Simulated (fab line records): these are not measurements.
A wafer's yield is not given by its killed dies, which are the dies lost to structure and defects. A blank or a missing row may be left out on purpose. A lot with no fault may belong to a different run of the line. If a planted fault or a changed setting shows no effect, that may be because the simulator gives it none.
fab line records | flow nandHarc
[record] lots = 15 | wafers = 45 | lastDay = 34
route steps=1302 shown P_BONDPAD@381 A_ZERO_WELL@404
lots untouched by any fault: they come from a run of this same line in which no faults occurred
startH: hours from the record's opening day to when the first of the lot's shown wafers began | waitH: time in hours since the lot's previous step | " unchanged from the row above | L1.1+2: a single row standing in for several wafers | - either no value or no given start | * or withheld: withheld | < > ~ a bound
route shown NAME@n: a module of which the file shows steps, and the number in the route of the first | usual: mean/standard deviation taken from wafers without a fault | same: alike in all rows | chamber/n: place in a boat | sites: each site's reading | _std_site: their standard deviation | _edge_site: the outer-site mean with the inner-site mean subtracted | radiusMm: for every site, how far away it sits from the centre of the wafer | mask NAME#n: copy n | behind: tool/chamber where the wafer was last shaped | hold: the reason the lot was held/the length of the hold in hours/how it ended | device: the transistor (n, p or np) that didn't switch | end of line: tests of these same wafers at the route's end | a step given without rows: its recipe and nothing more | killed: dies lost to structure and defects at the first sort, not the wafer's yield | map: shows each die of a wafer: x if killed, . if not, _ if none is there
set.NAME: the setting the step ran with; set.NAME@STEP: the setting that earlier step ran with | model.NAME: the simulator's own value behind a step, which no gauge read
a sample of lots followed through the steps of the route, with each step as a table and each wafer as a row
services: when a tool's chamber went out of use (startH, in hours from the record's first day, below 0 if earlier), for how many hours, and the reason
[[steps]]
[step NHARC_P_BONDPAD_THK_MEAS_20]
[recipe] thkMeasGauge = xrf
[usual] thkNm = 161.3/1.7
lot.wafer | tool         | chamber | startH | waitH | thkNm
L895.1    | filmMetro-01 | -       | 147.49 | -     | 163.0
L895.2    | "            | -       | "      | "     | 159.8
L895.5    | "            | -       | "      | "     | 160.2
L896.1    | filmMetro-02 | -       | 153.20 | -     | 163.2
L896.3    | "            | -       | "      | "     | 161.8
L896.5    | "            | -       | "      | "     | 162.4
L897.2    | filmMetro-01 | -       | 168.63 | -     | 161.6
L897.3    | "            | -       | "      | "     | 162.8
L897.5    | "            | -       | "      | "     | 158.5
L899.3    | filmMetro-02 | -       | 183.57 | -     | 163.9
L899.5    | "            | -       | "      | "     | 162.4
L899.6    | "            | -       | "      | "     | 159.1
L900.1    | filmMetro-02 | -       | 199.89 | -     | 163.2
L900.4    | "            | -       | "      | "     | 161.1
L900.6    | "            | -       | "      | "     | 162.8
L901.1    | filmMetro-01 | -       | 204.60 | -     | 163.8
L901.2    | "            | -       | "      | "     | 161.9
L901.5    | "            | -       | "      | "     | 160.4
L902.2    | filmMetro-01 | -       | 221.55 | -     | 161.7
L902.3    | "            | -       | "      | "     | 163.6
L902.5    | "            | -       | "      | "     | 161.6
L904.2    | filmMetro-01 | -       | 248.37 | -     | 159.5
L904.5    | "            | -       | "      | "     | 160.9
L904.6    | "            | -       | "      | "     | 157.6
L908.4    | filmMetro-02 | -       | 285.36 | -     | 162.0
L908.5    | "            | -       | "      | "     | 162.0
L908.6    | "            | -       | "      | "     | 158.7
L910.3    | filmMetro-02 | -       | 295.64 | -     | 158.5
L910.5    | "            | -       | "      | "     | 157.9
L910.6    | "            | -       | "      | "     | 160.3
L909.2    | filmMetro-02 | -       | 296.23 | -     | 159.8
L909.4    | "            | -       | "      | "     | 161.7
L909.5    | "            | -       | "      | "     | 162.1
L911.1    | filmMetro-02 | -       | 303.62 | -     | 161.7
L911.2    | "            | -       | "      | "     | 161.6
L911.5    | "            | -       | "      | "     | 158.9
L916.1    | filmMetro-01 | -       | 359.24 | -     | 162.8
L916.4    | "            | -       | "      | "     | 163.4
L916.6    | "            | -       | "      | "     | 162.9
L915.1    | filmMetro-02 | -       | 359.83 | -     | 161.3
L915.2    | "            | -       | "      | "     | 160.9
L915.5    | "            | -       | "      | "     | 162.5
L917.1    | filmMetro-01 | -       | 369.26 | -     | 161.0
L917.3    | "            | -       | "      | "     | 160.3
L917.5    | "            | -       | "      | "     | 160.9
[step NHARC_P_BONDPAD_ACTIVATE_29]
[recipe] timeS = 60 | n2FlowSccm = 200 | arFlowSccm = 0 | biasPowerW = 0 | chemistry = N2
[usual] drypumpMotorCurrentA = 5.5/0.35 | oesProductAu = 1.000/0.013 | rfVppV = 64.3/0.93 | showerheadPlenumPTorr = 1.79/0.072
lot.wafer | tool       | chamber | startH | waitH | drypumpMotorCurrentA | oesProductAu | rfHoursCounterH | rfVppV | showerheadPlenumPTorr
L895.1    | rieDiel-07 | 0       | 147.80 | 0.1   | 5.9                  | 1.005        | 0               | 63.9   | 1.88
L895.2    | "          | 2       | "      | "     | 5.6                  | 0.996        | 0               | 63.6   | 1.64
L895.5    | "          | 2       | "      | "     | 5.6                  | 0.993        | -               | 63.7   | 1.64
L896.1    | rieDiel-13 | 3       | 153.51 | 0.1   | 6.0                  | 0.996        | 5               | 65.3   | 1.81
L896.3    | "          | 1       | "      | "     | 4.9                  | 1.016        | 4               | 64.0   | 1.88
L896.5    | "          | 2       | "      | "     | 5.9                  | 0.994        | -               | 62.3   | 1.66
L897.2    | rieDiel-06 | 2       | 169.00 | 0.1   | 5.6                  | 0.996        | 2               | 64.1   | 1.82
L897.3    | "          | 0       | "      | "     | 5.2                  | 1.001        | 2               | 64.1   | 1.86
L897.5    | "          | 2       | "      | "     | 5.6                  | 0.995        | -               | 65.5   | 1.82
L899.3    | rieDiel-06 | 2       | 183.87 | 0.1   | 5.5                  | 0.994        | 3               | 65.8   | 1.82
L899.6    | "          | 1       | "      | "     | 5.7                  | 1.018        | -               | 64.1   | 1.78
L899.5    | "          | 2       | "      | "     | 5.5                  | 1.010        | -               | 63.9   | 1.82
L900.4    | rieDiel-06 | 1       | 200.17 | 0.1   | 5.7                  | 1.000        | 3               | 64.3   | 1.78
L900.1    | "          | 2       | "      | "     | 5.6                  | 0.991        | 4               | 64.1   | 1.82
L900.6    | "          | 1       | "      | "     | 5.7                  | 1.000        | -               | 63.7   | 1.78
L901.2    | rieDiel-13 | 2       | 204.87 | 0.1   | 5.9                  | 0.998        | 1               | 63.1   | 1.66
L901.1    | "          | 3       | "      | "     | 6.1                  | 1.013        | 1               | 64.8   | 1.81
L901.5    | "          | 2       | "      | "     | 5.9                  | 1.000        | -               | 61.6   | 1.66
L902.3    | rieDiel-06 | 2       | 221.81 | 0.1   | 5.5                  | 1.007        | 5               | 64.4   | 1.82
L902.2    | "          | 1       | "      | "     | 5.7                  | 1.011        | 4               | 63.3   | 1.78
L902.5    | "          | 2       | "      | "     | 5.5                  | 0.996        | -               | 65.4   | 1.82
L904.2    | rieDiel-06 | 0       | 248.65 | 0.1   | 5.2                  | 1.015        | 6               | 64.8   | 1.86
L904.5    | "          | 3       | "      | "     | 5.8                  | 0.993        | -               | 65.0   | 1.84
L904.6    | "          | 0       | "      | "     | 5.2                  | 1.019        | -               | 65.0   | 1.86
L908.4    | rieDiel-06 | 1       | 285.64 | 0.1   | 5.6                  | 1.006        | 9               | 63.8   | 1.78
L908.5    | "          | 0       | "      | "     | 5.2                  | 1.020        | -               | 65.2   | 1.86
L908.6    | "          | 1       | "      | "     | 5.6                  | 1.009        | -               | 65.2   | 1.78
L910.3    | rieDiel-13 | 1       | 295.92 | 0.1   | 4.9                  | 1.000        | 3               | 63.1   | 1.88
L910.5    | "          | 1       | "      | "     | 4.9                  | 1.008        | -               | 65.6   | 1.88
L910.6    | "          | 2       | "      | "     | 5.9                  | 0.994        | -               | 63.5   | 1.66
L909.4    | rieDiel-06 | 2       | 296.49 | 0.1   | 5.6                  | 1.011        | 10              | 64.1   | 1.82
L909.2    | "          | 3       | "      | "     | 5.8                  | 0.989        | 11              | 65.1   | 1.83
L909.5    | "          | 2       | "      | "     | 5.6                  | 1.017        | -               | 63.9   | 1.82
L911.2    | rieDiel-07 | 2       | 303.90 | 0.1   | 5.6                  | 0.999        | 0               | 63.1   | 1.64
L911.1    | "          | 0       | "      | "     | 5.9                  | 1.008        | 0               | 64.8   | 1.87
L911.5    | "          | 1       | "      | "     | 5.5                  | 1.035        | -               | 64.4   | 1.76
L916.1    | rieDiel-13 | 0       | 359.54 | 0.1   | 4.9                  | 1.015        | 0               | 64.5   | 1.77
L916.4    | "          | 1       | "      | "     | 4.9                  | 0.991        | 0               | 65.2   | 1.88
L916.6    | "          | 0       | "      | "     | 4.9                  | 1.015        | -               | 65.5   | 1.77
L915.1    | rieDiel-06 | 3       | 360.12 | 0.1   | 5.8                  | 0.979        | 1               | 62.9   | 1.83
L915.2    | "          | 1       | "      | "     | 5.7                  | 0.994        | 1               | 64.3   | 1.78
L915.5    | "          | 3       | "      | "     | 5.8                  | 0.983        | -               | 65.8   | 1.84
L917.1    | rieDiel-13 | 3       | 369.53 | 0.1   | 6.0                  | 0.965        | 1               | 63.2   | 1.80
L917.3    | "          | 0       | "      | "     | 4.9                  | 1.017        | 1               | 63.8   | 1.77
L917.5    | "          | 0       | "      | "     | 4.9                  | 1.018        | -               | 64.1   | 1.77
[step NHARC_A_ZERO_WELL_ETCH_19]
[recipe] targetDepthA = 800 | overetchA = 240 | timeS = 87.88 | ionEnergyEv = 200 | n2FlowSccm = 150 | h2FlowSccm = 150 | arFlowSccm = 0 | rfW = 400 | biasW = 150 | chemistry = N2/H2
[usual] biasW = 149.9/0.46 | drypumpMotorCurrentA = 5.7/0.31 | h2FlowSccm = 149.9/0.42 | oesProductAu = 1.004/0.013 | rfVppV = 429.6/2.5 | showerheadPlenumPTorr = 2.01/0.083 | throttleValvePct = 14.172/0.0087
lot.wafer | tool       | chamber | startH | waitH | biasW | drypumpMotorCurrentA | h2FlowSccm | oesProductAu | rfHoursCounterH | rfVppV | showerheadPlenumPTorr | throttleValvePct
L895.2    | rieDiel-03 | 1       | 149.31 | 0.1   | 150.4 | 5.8                  | 150.2      | 1.030        | 4               | 427.8  | 1.97                  | 14.190
L895.1    | "          | 2       | "      | "     | 149.7 | 6.3                  | 150.5      | 1.011        | 4               | 431.5  | 2.09                  | 14.168
L895.5    | "          | 1       | "      | "     | 149.6 | 5.8                  | 150.1      | 1.012        | -               | 428.3  | 1.97                  | 14.157
L896.1    | rieDiel-12 | 2       | 154.87 | 0.1   | 150.5 | 5.6                  | 149.3      | 1.015        | 2               | 428.2  | 1.98                  | 14.182
L896.3    | "          | 3       | "      | "     | 149.7 | 5.8                  | 149.0      | 0.994        | 2               | 430.0  | 2.01                  | 14.160
L896.5    | "          | 0       | "      | "     | 149.6 | 5.8                  | 149.7      | 1.001        | -               | 431.8  | 2.08                  | 14.181
L897.2    | rieDiel-12 | 3       | 170.56 | 0.1   | 150.3 | 5.8                  | 150.1      | 0.983        | 2               | 429.6  | 2.01                  | 14.184
L897.3    | "          | 1       | "      | "     | 150.4 | 5.7                  | 150.7      | 1.024        | 2               | 426.3  | 1.91                  | 14.174
L897.5    | "          | 3       | "      | "     | 150.0 | 5.8                  | 149.6      | 0.993        | -               | 430.3  | 2.01                  | 14.169
L899.3    | rieDiel-12 | 2       | 185.24 | 0.1   | 149.9 | 5.6                  | 150.3      | 1.012        | 2               | 429.1  | 1.97                  | 14.161
L899.6    | "          | 1       | "      | "     | 150.2 | 5.7                  | 149.9      | 1.014        | -               | 426.5  | 1.91                  | 14.176
L899.5    | "          | 2       | "      | "     | 149.8 | 5.6                  | 150.1      | 1.006        | -               | 429.3  | 1.98                  | 14.174
L900.4    | rieDiel-12 | 3       | 201.64 | 0.1   | 149.7 | 5.8                  | 149.7      | 1.003        | 2               | 430.6  | 2.01                  | 14.164
L900.1    | "          | 1       | "      | "     | 150.3 | 5.7                  | 149.0      | 1.020        | 3               | 427.3  | 1.91                  | 14.174
L900.6    | "          | 0       | "      | "     | 150.1 | 5.8                  | 149.7      | 0.987        | -               | 432.2  | 2.08                  | 14.175
L901.1    | rieDiel-12 | 0       | 206.25 | 0.1   | 150.7 | 5.8                  | 150.5      | 0.994        | 3               | 432.2  | 2.08                  | 14.162
L901.2    | "          | 2       | "      | "     | 150.5 | 5.6                  | 150.3      | 1.014        | 3               | 428.0  | 1.97                  | 14.174
L901.5    | "          | 1       | "      | "     | 150.1 | 5.7                  | 149.6      | 1.013        | -               | 426.1  | 1.91                  | 14.181
L902.3    | rieDiel-12 | 1       | 223.18 | 0.1   | 150.3 | 5.7                  | 149.2      | 1.016        | 3               | 427.1  | 1.91                  | 14.166
L902.2    | "          | 2       | "      | "     | 149.4 | 5.5                  | 150.3      | 1.017        | 3               | 427.9  | 1.97                  | 14.161
L902.5    | "          | 0       | "      | "     | 149.7 | 5.8                  | 149.5      | 0.999        | -               | 431.8  | 2.08                  | 14.160
L904.2    | rieDiel-12 | 0       | 250.19 | 0.1   | 149.8 | 5.7                  | 149.6      | 1.002        | 4               | 431.7  | 2.08                  | 14.174
L904.6    | "          | 1       | "      | "     | 149.8 | 5.7                  | 149.8      | 1.017        | -               | 426.3  | 1.91                  | 14.182
L904.5    | "          | 0       | "      | "     | 150.5 | 5.7                  | 150.2      | 0.994        | -               | 432.0  | 2.08                  | 14.167
L908.4    | rieDiel-12 | 1       | 286.99 | 0.1   | 150.4 | 5.7                  | 149.2      | 1.006        | 0               | 426.4  | 1.91                  | 14.182
L908.5    | "          | 1       | "      | "     | 149.6 | 5.7                  | 150.1      | 1.011        | -               | 425.5  | 1.91                  | 14.161
L908.6    | "          | 2       | "      | "     | 150.1 | 5.6                  | 149.9      | 0.992        | -               | 428.5  | 1.97                  | 14.175
L910.3    | rieDiel-03 | 1       | 297.43 | 0.1   | 150.6 | 5.8                  | 150.4      | 1.004        | 0               | 427.8  | 1.96                  | 14.179
L910.6    | "          | 3       | "      | "     | 149.9 | 4.9                  | 149.8      | 1.025        | -               | 434.5  | 2.16                  | 14.184
L910.5    | "          | 0       | "      | "     | 149.8 | 5.4                  | 149.4      | 0.994        | -               | 425.3  | 1.88                  | 14.156
L909.2    | rieDiel-03 | 0       | 298.04 | 0.1   | 149.7 | 5.4                  | 150.0      | 0.995        | 0               | 426.3  | 1.88                  | 14.159
L909.4    | "          | 1       | "      | "     | 150.7 | 5.8                  | 149.8      | 1.001        | 0               | 427.2  | 1.96                  | 14.170
L909.5    | "          | 3       | "      | "     | 149.2 | 4.9                  | 150.4      | 1.027        | -               | 434.7  | 2.16                  | 14.168
L911.1    | rieDiel-12 | 2       | 305.38 | 0.1   | 150.1 | 5.6                  | 149.8      | 0.998        | 1               | 428.9  | 1.97                  | 14.174
L911.2    | "          | 3       | "      | "     | 148.8 | 5.8                  | 149.3      | 0.991        | 1               | 428.2  | 2.00                  | 14.158
L911.5    | "          | 3       | "      | "     | 149.1 | 5.9                  | 149.6      | 0.989        | -               | 430.6  | 2.00                  | 14.179
L916.4    | rieDiel-03 | 3       | 361.02 | 0.1   | 149.9 | 4.9                  | 150.0      | 1.025        | 11              | 434.8  | 2.16                  | 14.165
L916.1    | "          | 0       | "      | "     | 150.9 | 5.5                  | 150.4      | 1.016        | 10              | 424.1  | 1.88                  | 14.170
L916.6    | "          | 1       | "      | "     | 148.7 | 5.8                  | 150.1      | 0.996        | -               | 428.3  | 1.96                  | 14.173
L915.1    | rieDiel-03 | 2       | 361.48 | 0.1   | 150.0 | 6.3                  | 149.7      | 1.025        | 11              | 432.9  | 2.08                  | 14.167
L915.2    | "          | 1       | "      | "     | 150.5 | 5.8                  | 150.5      | 1.001        | 11              | 429.1  | 1.96                  | 14.181
L915.5    | "          | 3       | "      | "     | 150.0 | 5.0                  | 149.8      | 1.018        | -               | 433.5  | 2.16                  | 14.179
L917.1    | rieDiel-12 | 0       | 370.91 | 0.1   | 149.9 | 5.8                  | 149.8      | 0.978        | 3               | 431.9  | 2.08                  | 14.172
L917.3    | "          | 3       | "      | "     | 149.8 | 5.8                  | 150.4      | 0.983        | 3               | 430.5  | 2.00                  | 14.166
L917.5    | "          | 0       | "      | "     | 150.2 | 5.8                  | 149.9      | 0.993        | -               | 431.0  | 2.08                  | 14.173
[step NHARC_A_ZERO_WELL_IMPLANT_15]
[recipe] energyKev = 150 | doseCm2 = 1e+13 | tiltDeg = 7
[usual] beamEnergyKeV = 150.01/0.048 | beamOnS = 10.01/0.2 | implantIonAmu = 11/0
lot.wafer | tool         | chamber | startH | waitH | beamEnergyKeV | beamOnS | implantIonAmu
L895.1    | implanter-01 | 0       | 149.97 | 0.1   | 149.93        | 9.91    | 11
L895.2    | "            | 0       | "      | "     | 149.95        | 10.06   | 11
L895.5    | "            | 0       | "      | "     | 150.02        | 9.69    | 11
L896.1    | implanter-01 | 0       | 155.81 | 0.3   | 149.99        | 10.47   | 11
L896.3    | "            | 0       | "      | "     | 150.00        | 9.86    | 11
L896.5    | "            | 0       | "      | "     | 149.96        | 10.13   | 11
L897.2    | implanter-02 | 0       | 171.25 | 0.1   | 149.96        | 10.17   | 11
L897.3    | "            | 0       | "      | "     | 149.98        | 10.26   | 11
L897.5    | "            | 0       | "      | "     | 149.99        | 9.84    | 11
L899.3    | implanter-02 | 0       | 185.97 | 0.1   | 150.02        | 10.15   | 11
L899.5    | "            | 0       | "      | "     | 150.03        | 9.68    | 11
L899.6    | "            | 0       | "      | "     | 149.95        | 10.02   | 11
L900.1    | implanter-01 | 0       | 202.31 | 0.1   | 150.01        | 9.94    | 11
L900.4    | "            | 0       | "      | "     | 150.04        | 9.96    | 11
L900.6    | "            | 0       | "      | "     | 150.01        | 10.44   | 11
L901.1    | implanter-01 | 0       | 206.92 | 0.1   | 150.07        | 9.94    | 11
L901.2    | "            | 0       | "      | "     | 149.96        | 10.14   | 11
L901.5    | "            | 0       | "      | "     | 150.02        | 10.16   | 11
L902.2    | implanter-01 | 0       | 223.87 | 0.1   | 149.94        | 10.09   | 11
L902.3    | "            | 0       | "      | "     | 149.96        | 10.07   | 11
L902.5    | "            | 0       | "      | "     | 150.02        | 10.10   | 11
L904.2    | implanter-01 | 0       | 250.91 | 0.1   | 150.06        | 10.24   | 11
L904.5    | "            | 0       | "      | "     | 150.08        | 9.95    | 11
L904.6    | "            | 0       | "      | "     | 150.05        | 10.23   | 11
L908.4    | implanter-02 | -       | 287.75 | 0.1   | -             | -       | -
L908.5    | "            | -       | "      | "     | -             | -       | -
L908.6    | "            | -       | "      | "     | -             | -       | -
L910.3    | implanter-01 | -       | 298.15 | 0.1   | -             | -       | -
L910.5    | "            | -       | "      | "     | -             | -       | -
L910.6    | "            | -       | "      | "     | -             | -       | -
L909.2    | implanter-02 | -       | 298.72 | 0.1   | -             | -       | -
L909.4    | "            | -       | "      | "     | -             | -       | -
L909.5    | "            | -       | "      | "     | -             | -       | -
L911.1    | implanter-01 | 0       | 306.05 | 0.1   | 149.95        | 10.45   | 11
L911.2    | "            | 0       | "      | "     | 149.94        | 9.86    | 11
L911.5    | "            | 0       | "      | "     | 149.96        | 9.95    | 11
L916.1    | implanter-01 | 0       | 361.68 | 0.1   | 150.01        | 9.96    | 11
L916.4    | "            | 0       | "      | "     | 149.94        | 10.08   | 11
L916.6    | "            | 0       | "      | "     | 150.02        | 10.02   | 11
L915.1    | implanter-02 | 0       | 362.15 | 0.1   | 150.04        | 9.73    | 11
L915.2    | "            | 0       | "      | "     | 150.06        | 9.93    | 11
L915.5    | "            | 0       | "      | "     | 149.98        | 10.20   | 11
L917.1    | implanter-02 | 0       | 371.66 | 0.1   | 150.02        | 10.28   | 11
L917.3    | "            | 0       | "      | "     | 150.02        | 10.06   | 11
L917.5    | "            | 0       | "      | "     | 150.01        | 9.91    | 11
[[services]]
tool         | chamber | startH | hours | kind
rieDiel-12   | 0       | 124.90 | -     | clean
rieDiel-06   | -       | 130.20 | 9.0   | pm
implanter-02 | -       | 136.45 | 3.2   | repair
implanter-02 | -       | 146.00 | 13.0  | pm
rieDiel-07   | 1       | 147.18 | 7.6   | repair
rieDiel-13   | -       | 165.00 | 9.0   | pm
rieDiel-07   | 0       | 171.99 | 1.6   | repair
implanter-02 | -       | 195.60 | 2.0   | repair
rieDiel-06   | 0       | 207.25 | 4.2   | repair
rieDiel-12   | 3       | 234.56 | 3.0   | repair
rieDiel-07   | 0       | 235.24 | 6.1   | repair
rieDiel-12   | 2       | 242.02 | 10.6  | repair
rieDiel-12   | 3       | 246.98 | 3.9   | repair
rieDiel-07   | 3       | 255.63 | 10.9  | repair
rieDiel-06   | 0       | 259.36 | 6.0   | repair
rieDiel-12   | -       | 268.40 | 9.0   | pm
rieDiel-03   | -       | 281.30 | 9.0   | pm
rieDiel-07   | -       | 294.26 | 9.0   | pm
rieDiel-06   | -       | 307.33 | 9.0   | pm
rieDiel-06   | 1       | 317.35 | 10.1  | repair
rieDiel-12   | 1       | 320.46 | 4.1   | repair
implanter-01 | -       | 327.00 | 13.0  | pm
rieDiel-13   | -       | 342.00 | 9.0   | pm
rieDiel-07   | 3       | 344.76 | 8.5   | repair
[[key]]
[firstSign] step = NHARC_A_ZERO_WELL_IMPLANT_15 | reading = toolRecord | direction = missing
effect none on later readings
metAt NHARC_A_ZERO_WELL_IMPLANT_15
struckLots L908,L909,L910
laterRowsLeftOut L908.4,L908.5,L908.6,L909.2,L909.4,L909.5,L910.3,L910.5,L910.6
sortLeftOut L908.4,L908.5,L908.6,L909.2,L909.4,L909.5,L910.3,L910.5,L910.6
testerLeftOut L908,L909,L910
notActingAt NHARC_P_BONDPAD_THK_MEAS_20,NHARC_P_BONDPAD_ACTIVATE_29,NHARC_A_ZERO_WELL_ETCH_19
onsetBetween 250.91 287.75
[fault] kind = skippedStepWhole | tool = implanter-01,implanter-02 | chamber = - | onsetH = 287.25 | steps = NHARC_A_ZERO_WELL_IMPLANT_15 | scope = struckLotsOnly
// testerLeftOut: of these lots the tester's yield and bins aren't shown, on N5 and GAA mostly nor the transistor test; their killed dies are dies lost to structure and defects alone, not to doping, threshold or leakage, so they don't give the yield
// sortLeftOut: the simulated sort isn't trusted on such a fault, so these wafers' sort isn't shown, and their yield isn't known
// laterRowsLeftOut: the simulator's readings of these wafers behind a module that went badly wrong aren't trusted and aren't shown, but for the sort
